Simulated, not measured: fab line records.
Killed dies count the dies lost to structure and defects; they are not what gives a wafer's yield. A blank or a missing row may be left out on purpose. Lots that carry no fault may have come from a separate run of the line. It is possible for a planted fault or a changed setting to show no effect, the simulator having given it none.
fab line records	flow nand-harc
record: lots: 10	wafers: 30	last-day: 33
route steps=1302 shown P_ZERO_WELL@19 P_STI@80 END@1302
lots that met no fault: from a run of the same line without faults
start-h: start of the lot's first displayed wafer, in hours after the record's first day	wait-h: how many hours have passed since the lot's step before this one	" as in the row above	L1.1+2: several wafers, shown together as one row	- no value, or no start was given	* or withheld: withheld	< > ~ a bound
route shown NAME@n: NAME is a module with steps in the file, n the number in the route of the first one	usual: the fault-free wafers' mean and standard deviation	same: alike in all rows	chamber/n: place in a boat	sites: per-site readings	_std_site: their standard deviation	_edge_site: mean of outer sites minus mean of inner sites	radius-mm: how far each site lies from the wafer's centre	mask NAME#n: copy n	behind: the tool/chamber that last shaped the wafer	hold: reason for holding the lot/hours on hold/outcome of the hold	device: transistor that didn't switch, given as n, p or np	end of line: the route-end tests of the same wafers	a step with no rows: only its recipe	killed: not the wafer's yield, but the dies lost to structure and defects at the first sort	map: dies across one wafer; x = killed, . = not, _ = none there
set.NAME: setting as actually run; set.NAME@STEP: the setting as run at that earlier step	model.NAME: the simulator's own value behind a step, which no gauge read
route steps across a sampled set of lots; one table per step, one row per wafer
services: from which hour (start-h, from the record's first day; less than 0 if before it) a tool's chamber was out of use, for how many hours, and why
== steps ==
step: NHARC_P_ZERO_WELL_ETCH_63
recipe: target-depth-a: 1200	time-s: 40.1	hbr-flow-sccm: 150	cl2-flow-sccm: 50	rf-w: 400	icp-w: 400	bias-w: 100	chemistry: HBr/Cl2
usual: drypump-motor-current-A: 5.6/0.49	oes-product-au: 0.997/0.015	rf-fwd-power-W: 394.9/2.2	throttle-valve-pct: 26.405/0.0094
lot.wafer	tool	chamber	start-h	wait-h	drypump-motor-current-A	oes-product-au	rf-fwd-power-W	rf-hours-counter-h	throttle-valve-pct
L519.1	rie-si-02	3	21.71	-	5.6	1.016	394.0	0.51	26.418
L519.4	"	1	"	"	5.4	0.999	391.1	0.49	26.400
L519.6	"	0	"	"	5.5	1.027	392.9	-	26.394
L520.2	rie-si-02	3	31.56	-	5.5	1.009	397.1	0.59	26.416
L520.5	"	1	"	"	5.4	0.991	391.0	-	26.404
L520.6	"	2	"	"	5.2	0.978	394.1	-	26.412
L521.2	rie-si-05	1	41.66	-	6.0	0.996	393.9	0.64	26.409
L521.5	"	0	"	"	5.7	0.996	397.0	-	26.407
L521.6	"	1	"	"	6.0	1.007	394.6	-	26.424
L522.4	rie-si-05	1	51.67	-	6.1	1.001	395.5	0.69	26.421
L522.2	"	3	"	"	5.5	0.993	396.0	0.57	26.415
L522.6	"	1	"	"	6.0	1.010	395.4	-	26.420
L528.4	rie-si-03	2	111.55	-	5.2	1.019	398.1	0.31	26.407
L528.2	"	1	"	"	4.9	0.989	393.2	0.34	26.417
L528.5	"	3	"	"	5.1	0.997	399.2	-	26.400
L533.2	rie-si-02	3	161.69	-	5.6	0.985	396.9	0.38	26.407
L533.1	"	1	"	"	5.4	0.980	391.3	0.36	26.394
L533.5	"	2	"	"	5.3	0.989	395.3	-	26.403
L537.4	rie-si-05	3	201.61	-	5.5	0.996	397.1	0.43	26.397
L537.5	"	1	"	"	6.0	1.003	394.7	-	26.422
L537.6	"	2	"	"	6.7	1.027	394.9	-	26.396
L538.3	rie-si-05	3	211.67	-	5.5	1.007	396.2	0.49	26.399
L538.2	"	0	"	"	5.7	0.994	395.2	0.40	26.422
L538.6	"	2	"	"	6.6	1.019	395.4	-	26.397
L540.3	rie-si-02	1	231.58	-	5.4	0.976	388.9	0.93	26.397
L540.6	"	0	"	"	5.5	1.000	392.2	-	26.402
L540.5	"	1	"	"	5.4	0.987	390.7	-	26.405
L542.2	rie-si-03	3	251.66	-	5.1	0.995	395.8	0.23	26.411
L542.1	"	1	"	"	4.9	0.995	390.9	0.14	26.400
L542.5	"	3	"	"	5.1	0.988	395.3	-	26.398
step: NHARC_P_STI_EXPOSE_06
recipe: na: 0.55	target-cd-nm: 200	dose-mj: 37.69	mask-id: P_STI
usual: focus-offset-nm: 0.0/0.48
lot.wafer	tool	chamber	start-h	wait-h	mask	focus-offset-nm
L519.1	krf-scanner-01	0	46.54	-	P_STI#0	0.0
L519.4	"	0	"	"	P_STI#0	-0.6
L519.6	"	0	"	"	P_STI#0	0.5
L520.2	krf-scanner-01	0	56.92	-	P_STI#0	0.0
L520.5	"	0	"	"	P_STI#0	0.0
L520.6	"	0	"	"	P_STI#0	0.2
L521.2	krf-scanner-02	0	67.35	-	P_STI#0	0.6
L521.5	"	0	"	"	P_STI#0	1.0
L521.6	"	0	"	"	P_STI#0	-0.3
L522.2	krf-scanner-01	0	74.79	-	P_STI_R1#0	0.0
L522.4	"	0	"	"	P_STI_R1#0	0.4
L522.6	"	0	"	"	P_STI_R1#0	0.2
L528.2	krf-scanner-01	0	133.09	-	P_STI#0	-0.2
L528.4	"	0	"	"	P_STI#0	0.1
L528.5	"	0	"	"	P_STI#0	0.1
L533.1	krf-scanner-02	0	184.66	-	P_STI#0	0.7
L533.2	"	0	"	"	P_STI#0	-0.6
L533.5	"	0	"	"	P_STI#0	0.1
L537.4	krf-scanner-01	0	222.09	-	P_STI#0	0.4
L537.5	"	0	"	"	P_STI#0	0.0
L537.6	"	0	"	"	P_STI#0	-0.1
L538.2	krf-scanner-01	0	239.00	-	P_STI#0	-0.8
L538.3	"	0	"	"	P_STI#0	-0.6
L538.6	"	0	"	"	P_STI#0	-0.9
L540.3	krf-scanner-03	0	252.33	-	P_STI#0	-0.3
L540.5	"	0	"	"	P_STI#0	-0.6
L540.6	"	0	"	"	P_STI#0	-1.3
L542.1	krf-scanner-03	0	272.28	-	P_STI#0	-0.4
L542.2	"	0	"	"	P_STI#0	-0.4
L542.5	"	0	"	"	P_STI#0	-0.5
step: NHARC_P_STI_CD_MEAS_09
recipe: target-cd-nm: 200	landing-energy-ev: 500
usual: cd-nm: 199/3.3
lot.wafer	tool	chamber	start-h	wait-h	hold	cd-nm
L519.1	cd-sem-02	0	46.69	-	-	199
L519.4	"	0	"	"	-	201
L519.6	"	0	"	"	-	196
L520.2	cd-sem-03	0	57.07	-	-	205
L520.5	"	0	"	"	-	207
L520.6	"	0	"	"	-	202
L521.2	cd-sem-03	0	67.50	-	-	205
L521.5	"	0	"	"	-	202
L521.6	"	0	"	"	-	198
L522.2	cd-sem-01	0	74.94	-	await-dispo/0.2h/release	184
L522.4	"	0	"	"	await-dispo/0.2h/release	185
L522.6	"	0	"	"	await-dispo/0.2h/release	191
L522.2	cd-sem-01	0	-	-	-	184
L522.4	"	0	"	"	-	185
L522.6	"	0	"	"	-	191
L528.2	cd-sem-02	0	133.25	-	-	199
L528.4	"	0	"	"	-	195
L528.5	"	0	"	"	-	200
L533.1	cd-sem-01	0	184.81	-	-	201
L533.2	"	0	"	"	-	205
L533.5	"	0	"	"	-	201
L537.4	cd-sem-01	0	222.24	-	-	202
L537.5	"	0	"	"	-	197
L537.6	"	0	"	"	-	201
L538.2	cd-sem-01	0	239.15	-	-	200
L538.3	"	0	"	"	-	200
L538.6	"	0	"	"	-	203
L540.3	cd-sem-02	0	252.48	-	-	197
L540.5	"	0	"	"	-	200
L540.6	"	0	"	"	-	199
L542.1	cd-sem-02	0	272.43	-	-	200
L542.2	"	0	"	"	-	200
L542.5	"	0	"	"	-	201
step: NHARC_P_STI_INSPECT_11
usual: raw-defect-count: 4.9/2.5
lot.wafer	tool	chamber	start-h	wait-h	raw-defect-count
L519.1	defect-inspect-02	-	46.83	0.0	5
L519.4	"	-	"	"	3
L519.6	"	-	"	"	0
L520.2	defect-inspect-02	-	57.19	0.0	5
L520.5	"	-	"	"	4
L520.6	"	-	"	"	8
L521.2	defect-inspect-02	-	67.62	0.0	7
L521.5	"	-	"	"	4
L521.6	"	-	"	"	4
L522.2	defect-inspect-02	-	77.67	0.0	2
L522.4	"	-	"	"	4
L522.6	"	-	"	"	1
L528.2	defect-inspect-01	-	133.37	0.0	9
L528.4	"	-	"	"	4
L528.5	"	-	"	"	3
L533.1	defect-inspect-02	-	184.93	0.0	2
L533.2	"	-	"	"	8
L533.5	"	-	"	"	5
L537.4	defect-inspect-01	-	222.37	0.0	8
L537.5	"	-	"	"	3
L537.6	"	-	"	"	9
L538.2	defect-inspect-01	-	239.27	0.0	3
L538.3	"	-	"	"	2
L538.6	"	-	"	"	1
L540.3	defect-inspect-01	-	252.60	0.0	5
L540.5	"	-	"	"	4
L540.6	"	-	"	"	5
L542.1	defect-inspect-02	-	272.55	0.0	2
L542.2	"	-	"	"	2
L542.5	"	-	"	"	5
step: NHARC_P_STI_DESCUM_14
recipe: time-s: 3	o2-flow-sccm: 200	ar-flow-sccm: 0	bias-power-w: 0	chemistry: O2
usual: drypump-motor-current-A: 5.8/0.42	oes-product-au: 0.989/0.012	rf-vpp-V: 57.8/0.83	showerhead-plenum-p-Torr: 1.91/0.083	throttle-valve-pct: 11.311/0.0085
lot.wafer	tool	chamber	start-h	wait-h	drypump-motor-current-A	oes-product-au	rf-hours-counter-h	rf-vpp-V	showerhead-plenum-p-Torr	throttle-valve-pct
L519.1	rie-diel-09	1	46.99	-	5.2	0.983	3.4	57.0	1.78	11.302
L519.4	"	2	"	"	5.7	0.983	-	58.6	1.87	11.305
L519.6	"	1	"	"	5.2	0.980	-	57.0	1.78	11.316
L520.2	rie-diel-08	2	57.33	-	6.2	0.983	3.2	58.0	2.05	11.310
L520.5	"	2	"	"	6.2	1.008	-	59.2	2.05	11.319
L520.6	"	3	"	"	5.6	0.968	-	57.4	1.90	11.306
L521.2	rie-diel-09	3	67.78	-	6.0	0.997	5.7	57.7	2.03	11.299
L521.5	"	0	"	"	6.4	1.001	-	56.8	1.87	11.314
L521.6	"	1	"	"	5.2	0.994	-	56.7	1.78	11.311
L522.4	rie-diel-09	0	77.82	-	6.3	1.016	5.8	58.2	1.87	11.307
L522.2	"	1	"	"	5.2	0.989	5.3	56.5	1.78	11.306
L522.6	"	3	"	"	6.0	1.000	-	57.3	2.03	11.318
L528.2	rie-diel-08	2	133.53	-	6.3	0.996	11.0	59.3	2.04	11.318
L528.5	"	1	"	"	5.3	0.995	-	57.2	1.84	11.302
L528.4	"	2	"	"	6.3	0.989	-	58.8	2.04	11.316
L533.1	rie-diel-05	0	185.08	-	5.4	0.983	7.3	57.0	1.96	11.308
L533.2	"	1	"	"	6.1	0.953	6.7	57.8	1.97	11.308
L533.5	"	3	"	"	6.0	0.990	-	59.5	1.96	11.317
L537.4	rie-diel-09	3	222.50	-	6.0	0.991	4.2	57.0	2.02	11.309
L537.6	"	3	"	"	6.0	0.991	-	58.0	2.02	11.306
L537.5	"	0	"	"	6.4	1.005	-	56.4	1.86	11.299
L538.2	rie-diel-05	3	239.41	-	6.0	0.987	0	57.0	1.96	11.315
L538.3	"	1	"	"	6.2	0.986	0	58.3	1.97	11.308
L538.6	"	2	"	"	6.2	1.014	-	56.8	1.79	11.324
L540.3	rie-diel-05	2	252.76	-	6.2	1.019	0.5	58.0	1.79	11.329
L540.6	"	3	"	"	6.0	0.995	-	58.0	1.96	11.311
L540.5	"	2	"	"	6.2	1.015	-	57.5	1.79	11.316
L542.1	rie-diel-08	2	272.69	-	6.2	1.016	5.6	60.1	2.04	11.310
L542.2	"	3	"	"	5.6	0.985	7.9	57.5	1.90	11.309
L542.5	"	2	"	"	6.2	1.010	-	58.4	2.04	11.312
step: NHARC_P_STI_OCD_MEAS_17
usual: trench-depth-nm: 300/4.4	trench-foot-cd-nm: 157/3.4
lot.wafer	tool	chamber	start-h	wait-h	hold	trench-depth-nm	trench-foot-cd-nm
L519.1	ocd-01	-	47.53	0.1	-	295	158
L519.4	"	-	"	"	-	299	160
L519.6	"	-	"	"	-	305	153
L520.2	ocd-01	-	57.86	0.1	-	296	163
L520.5	"	-	"	"	-	296	166
L520.6	"	-	"	"	-	304	159
L521.2	ocd-01	-	68.28	0.1	-	301	162
L521.5	"	-	"	"	-	297	160
L521.6	"	-	"	"	-	300	156
L522.2	ocd-01	-	84.51	6.1	await-dispo/0.2h/release	302	142
L522.4	"	-	"	"	await-dispo/0.2h/release	300	143
L522.6	"	-	"	"	await-dispo/0.2h/release	301	149
L522.2	ocd-01	-	84.68	0.2	-	301	142
L522.4	"	-	"	"	-	300	144
L522.6	"	-	"	"	-	302	149
L528.2	ocd-01	-	134.07	0.1	-	296	157
L528.4	"	-	"	"	-	300	153
L528.5	"	-	"	"	-	300	158
L533.1	ocd-02	-	185.62	0.1	-	305	158
L533.2	"	-	"	"	-	306	163
L533.5	"	-	"	"	-	307	158
L537.4	ocd-01	-	223.03	0.1	-	304	159
L537.5	"	-	"	"	-	302	155
L537.6	"	-	"	"	-	298	160
L538.2	ocd-02	-	239.93	0.1	-	296	158
L538.3	"	-	"	"	-	304	157
L538.6	"	-	"	"	-	299	161
L540.3	ocd-02	-	253.30	0.1	-	300	155
L540.5	"	-	"	"	-	301	158
L540.6	"	-	"	"	-	304	156
L542.1	ocd-01	-	273.67	0.1	-	303	157
L542.2	"	-	"	"	-	292	160
L542.5	"	-	"	"	-	307	158
step: NHARC_P_STI_OCD_MEAS_43
usual: trench-depth-nm: 300/4.3	trench-foot-cd-nm: 157/3.4
lot.wafer	tool	chamber	start-h	wait-h	trench-depth-nm	trench-foot-cd-nm
L519.1	ocd-02	-	48.03	-	296	157
L519.4	"	-	"	"	299	160
L519.6	"	-	"	"	305	154
L520.2	ocd-02	-	58.37	-	296	163
L520.5	"	-	"	"	297	166
L520.6	"	-	"	"	304	159
L521.2	ocd-02	-	68.79	-	301	163
L521.5	"	-	"	"	297	160
L521.6	"	-	"	"	301	156
L522.2	ocd-01	-	93.34	-	301	142
L522.4	"	-	"	"	300	144
L522.6	"	-	"	"	301	150
L528.2	ocd-02	-	134.58	-	296	157
L528.4	"	-	"	"	301	153
L528.5	"	-	"	"	300	158
L533.1	ocd-01	-	186.14	-	305	158
L533.2	"	-	"	"	306	163
L533.5	"	-	"	"	307	158
L537.4	ocd-02	-	223.54	-	305	160
L537.5	"	-	"	"	302	155
L537.6	"	-	"	"	297	159
L538.2	ocd-01	-	240.44	-	296	158
L538.3	"	-	"	"	304	157
L538.6	"	-	"	"	299	162
L540.3	ocd-02	-	253.81	-	300	154
L540.5	"	-	"	"	301	159
L540.6	"	-	"	"	304	156
L542.1	ocd-02	-	274.18	-	303	157
L542.2	"	-	"	"	292	160
L542.5	"	-	"	"	307	158
step: NHARC_END_SORT_01
recipe: temp-c: 25
usual: killed-at-array: 61/24	killed-at-other: 1.2/1.3	killed-at-periphery: 3.7/2.6	killed-dies: 66/23	killed-open: 3.3/1.8	killed-short: 2.4/1.6
same: gross-dies: 677
lot.wafer	tool	chamber	start-h	wait-h	killed-at-array	killed-at-other	killed-at-periphery	killed-dies	killed-open	killed-short
L522.4	prober-02	0	603.53	3.4	82	1	2	85	1	1
L522.6	prober-02	0	605.14	4.0	84	1	4	89	1	1
L533.1	prober-01	0	716.55	2.5	57	3	6	66	1	2
L533.2	prober-01	0	717.35	2.8	47	1	5	53	3	1
L538.2	prober-01	0	777.94	2.8	29	2	9	40	4	1
L538.6	prober-01	0	781.12	4.0	34	4	7	45	1	2
L540.6	prober-01	0	788.90	4.0	67	0	3	70	5	4
killed by level:class
L522.4 A_CHANNEL_HOLE_D1:chamber-film-flake=37 A_SLIT:chamber-film-flake=24 A_CHANNEL_HOLE_D2:chamber-film-flake=6 A_CONTACT:chamber-film-flake=5 A_STAIRCASE:chamber-film-flake=4 A_DECK1_JOINT:chamber-film-flake=2 A_ONON_D2:geometric-particle:short=1 A_M1:geometric-particle:open=1
L522.6 A_CHANNEL_HOLE_D1:chamber-film-flake=36 A_SLIT:chamber-film-flake=24 A_CHANNEL_HOLE_D2:chamber-film-flake=8 A_CONTACT:chamber-film-flake=8 A_ZERO_WELL:chamber-film-flake=3 P_M1:chamber-film-flake=2 A_CHANNEL_FILL_D1:geometric-particle:short=1 A_CHANNEL_FILL_D1:geometric-particle:open=1
L533.1 A_CHANNEL_HOLE_D1:chamber-film-flake=42 A_STAIRCASE:chamber-film-flake=5 P_CONTACT:chamber-film-flake=4 A_CONTACT:chamber-film-flake=4 THIN_TSV:chamber-film-flake=3 A_SLIT:chamber-film-flake=2 A_ONON_D1:geometric-particle:open=1 A_ONON_D2:geometric-particle:short=1
L533.2 A_CHANNEL_HOLE_D1:chamber-film-flake=29 A_SLIT:chamber-film-flake=7 A_CONTACT:chamber-film-flake=4 A_STAIRCASE:chamber-film-flake=3 P_CONTACT:geometric-particle:open=2 P_M0:geometric-particle:open=1 A_ONON_D2:geometric-particle:short=1 P_GATE:chamber-film-flake=1
L538.2 A_CHANNEL_HOLE_D1:chamber-film-flake=15 P_STI:chamber-film-flake=5 A_SLIT:chamber-film-flake=4 P_GATE:chamber-film-flake=3 A_CHANNEL_FILL_D2:chamber-film-flake=2 A_STAIRCASE:chamber-film-flake=2 P_M1:geometric-particle:open=1 A_ONON_D1:geometric-particle:short=1
L538.6 A_CHANNEL_HOLE_D1:chamber-film-flake=15 A_SLIT:chamber-film-flake=8 P_STI:chamber-film-flake=5 THIN_TSV:chamber-film-flake=4 A_CHANNEL_FILL_D2:chamber-film-flake=3 P_GATE:chamber-film-flake=2 A_DECK1_JOINT:chamber-film-flake=2 A_STAIRCASE:chamber-film-flake=2
L540.6 A_SLIT:chamber-film-flake=27 A_CHANNEL_HOLE_D1:chamber-film-flake=17 A_ZERO_WELL:chamber-film-flake=6 A_CONTACT:chamber-film-flake=5 A_STAIRCASE:chamber-film-flake=4 A_ONON_D2:geometric-particle:short=2 A_M0:geometric-particle:open=2 P_CONTACT:geometric-particle:open=1
== services ==
tool	chamber	start-h	hours	kind
rie-diel-05	-	8.15	0.5	repair
rie-diel-08	-	13.80	9.0	pm
rie-si-02	3	35.21	22.7	repair
rie-diel-09	3	41.59	14.5	repair
rie-diel-05	-	52.65	9.0	pm
rie-diel-05	3	66.49	4.2	repair
rie-diel-05	-	66.62	2.5	repair
rie-diel-05	3	71.03	4.6	repair
rie-diel-05	-	75.74	11.0	repair
rie-si-02	-	100.00	9.0	pm
rie-diel-08	0	103.35	87.9	repair
rie-diel-05	1	115.30	2.9	repair
rie-si-05	-	128.00	9.0	pm
krf-scanner-01	-	140.00	4.0	pm
rie-diel-09	-	143.10	9.0	pm
rie-diel-05	-	149.66	0.5	repair
rie-diel-05	3	153.49	5.2	repair
rie-diel-08	2	157.24	47.7	repair
rie-si-02	0	158.19	8.6	repair
rie-diel-05	-	180.08	0.2	repair
rie-diel-08	-	190.80	9.0	pm
rie-diel-05	0	202.32	6.7	repair
rie-si-02	2	212.03	11.7	repair
rie-diel-09	3	236.07	9.1	repair
== key ==
first-sign: step: NHARC_P_STI_EXPOSE_06	reading: mask	direction: changed
effect: step: NHARC_P_STI_CD_MEAS_09	reading: visit	direction: added
effect: step: NHARC_P_STI_OCD_MEAS_17	reading: visit	direction: added
effect: step: NHARC_P_STI_OCD_MEAS_43	reading: trench-foot-cd-nm	direction: down	sigmas: 3.4	usual: 157	struck: 145
met-at NHARC_P_STI_EXPOSE_06
struck-lots L522
tester-left-out L522
not-acting-at NHARC_P_ZERO_WELL_ETCH_63,NHARC_P_STI_INSPECT_11,NHARC_P_STI_DESCUM_14
onset-between 56.92 74.79
fault: kind: wrong-mask	tool: any	chamber: -	onset-h: 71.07	steps: NHARC_P_STI_EXPOSE_06	aux-copy: P_STI_R1#0	cd-offset-nm: -11.929	scope: struck-lots-only
tester-left-out: of these lots the tester's yield and bins aren't shown, on N5 and GAA mostly nor the transistor test; their killed dies are dies lost to structure and defects alone, not to doping, threshold or leakage, so they don't give the yield
